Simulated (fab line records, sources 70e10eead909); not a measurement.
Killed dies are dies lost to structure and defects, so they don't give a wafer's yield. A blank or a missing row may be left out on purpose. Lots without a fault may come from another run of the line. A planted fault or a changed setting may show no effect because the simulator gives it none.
Which tool did it? | flow nand_harc | 6 lots, 18 wafers sampled, at 2 steps of a route of 1159

WHAT THE GAUGES READ, wafer by wafer
NHARC_P_ZERO_WELL_CD_MEAS_24: target cd 720 nm.
lot  | measured    | on        | cd_nm (nm)
L256 | day 2 14:38 | cd_sem-01 | 721.1 719.2 720.8
L259 | day 3 09:07 | cd_sem-01 | 718.2 718.7 718.7
L268 | day 5 14:31 | cd_sem-02 | 720.2 720.4 720.8
L270 | day 6 02:30 | cd_sem-03 | 718.8 720.2 719.7
L272 | day 6 14:50 | cd_sem-02 | 722.1 721.6 722.7
L274 | day 7 03:01 | cd_sem-02 | 723.1 721.2 720.1

WHICH TOOL RAN EACH LOT (tool, then ch and the chambers of the sampled wafers, then the start)
lot  | NHARC_P_ZERO_WELL_ETCH_65
L256 | rie_diel-09 ch 2,3, day 2 13:30
L259 | rie_diel-09 ch 0,2,3, day 3 07:32
L268 | rie_diel-07 ch 1,2,3, day 5 13:23
L270 | rie_diel-07 ch 2,3, day 6 01:30
L272 | rie_diel-09 ch 0,1,2, day 6 13:41
L274 | rie_diel-09 ch 0,1,2, day 7 01:29
- NHARC_P_ZERO_WELL_ETCH_65: etches the open film in N2/H2, target depth 80 nm, overetch 24 nm, time 87.88 s.

THE ANSWER, worked out from the rows above alone
Rule: what is usual is taken from the lots themselves. Put in order of their means at a reading, lots are off if they are a third of the lots or fewer, leave a main group of 4 or more, and stand apart from it by a gap of 3 or more times the standard deviation of the main group's means; of several such gaps the widest counts. A main group whose means are all the same, to the digits that the tables above print for the reading, isn't used. A lot without any number at a reading at which 4 lots or more have one is off too. The other lots that the step has rows for count as sound.
No lot is off at any reading shown: from this, nothing can be told.

WHAT THE SIMULATOR HAD PUT IN
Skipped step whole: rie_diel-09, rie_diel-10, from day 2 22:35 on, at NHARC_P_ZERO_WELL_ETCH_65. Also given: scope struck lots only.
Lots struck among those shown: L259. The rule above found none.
